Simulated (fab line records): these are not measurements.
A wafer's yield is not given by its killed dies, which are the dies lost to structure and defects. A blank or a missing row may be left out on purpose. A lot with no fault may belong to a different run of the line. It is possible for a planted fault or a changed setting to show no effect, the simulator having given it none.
Problem report in the 8D (eight disciplines) form, filled by code ; flow n5 finfet ; the parts of the form that need people (team, actions taken, sign-off) are left out

1. PROBLEM STATEMENT
time to endpoint s at N5_BEOL_M5_CMP_52 reads a mean of 86.4 s on 3 wafers of 2 lots; wafers without a fault read 62.3 s with a standard deviation of 2.3. Measured from the usual mean, that is +10 standard deviations.
The step: polishes, stops on SiCOH lowk, t overpolish 6.9 s, target thk 62 nm.
The first sign was on wafer L990.3 at day 12 18:22, on cmp-02. Wafers with a number at this step in the record: 31, from 11 lots. By rule, "out" or "out of limits" means more than 4 standard deviations away from the usual mean. The rest of the wafers with a number are treated as sound.

2. WHAT IT IS AND WHAT IT IS NOT
question;is;is not
which readings at this step;time to endpoint s;head pressure psi, motor current A, platen rpm
which lots;L990, L995;L103, L104, L981, L983, L984, L985, L986, L997, L999
which wafers of those lots;L990.3, L990.5, L995.5;L995.2
read on which tools;cmp-02;cmp-03, cmp-04
when;from day 12 18:22;"up to then (15 sound wafers); but 13 sound wafers of L103, L104, L995, L997, L999 came after"

3. THE SUSPECTS, EACH WITH WHAT RULES IT OUT
Counting: any tool at a process step up to the reading remains a suspect provided it ran every lot that is out. Sound lots after the first of them don't rule it out here, since some wafers of a struck lot are sound.
- ecd cu-02 at N5_BEOL_M5_ECD_50 (material Cu, target thk 300 nm): kept. It processed each lot that is out (first: L990, day 12 17:53); up to then, its last sound lot is L986 (day 10 04:26).
- cmp-02 at N5_BEOL_M5_CMP_52 (polishes, stops on SiCOH lowk, t overpolish 6.9 s, target thk 62 nm): kept. It processed each lot that is out (first: L990, day 12 18:22); up to then, its last sound lot is L986 (day 10 04:50). On those wafers its own readings are out: time to endpoint s.
What counting leaves: ecd cu-02 at N5_BEOL_M5_ECD_50 and cmp-02 at N5_BEOL_M5_CMP_52.

4. THE CAUSE (what the simulator had put in)
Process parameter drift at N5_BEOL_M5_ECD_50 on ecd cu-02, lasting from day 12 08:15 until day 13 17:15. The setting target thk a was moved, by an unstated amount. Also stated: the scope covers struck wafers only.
2 suspects survive the count, and this tool is in that group.

5. THE EFFECT CHAIN, in route order
Each row: a reading where the mean over the struck wafers with a number is more than 3 standard deviations away from the usual. Scope: only readings with a usual standard deviation given in the record; hours: median across lots of the time from each lot's start at the first step in this table that gives one to its start at this step; sigmas: change in usual standard deviations.
hours;step;reading;usual;on struck wafers;change;sigmas
0;N5_BEOL_M5_CMP_52;time to endpoint s;62.3 s;86.4;+24.1;+10
The process steps in it:
- N5_BEOL_M5_CMP_52: polishes, stops on SiCOH lowk, t overpolish 6.9 s, target thk 62 nm.

6. HOW IT WOULD HAVE BEEN CAUGHT EARLIER
In this record the first reading out of limits was taken at day 12 18:22, 10 hours after the fault began at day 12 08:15.
Of the lots that are out (2), L995 began N5_BEOL_M5_ECD_50 on ecd cu-02 after day 12 18:22. Holding the tool at that time would have saved it.
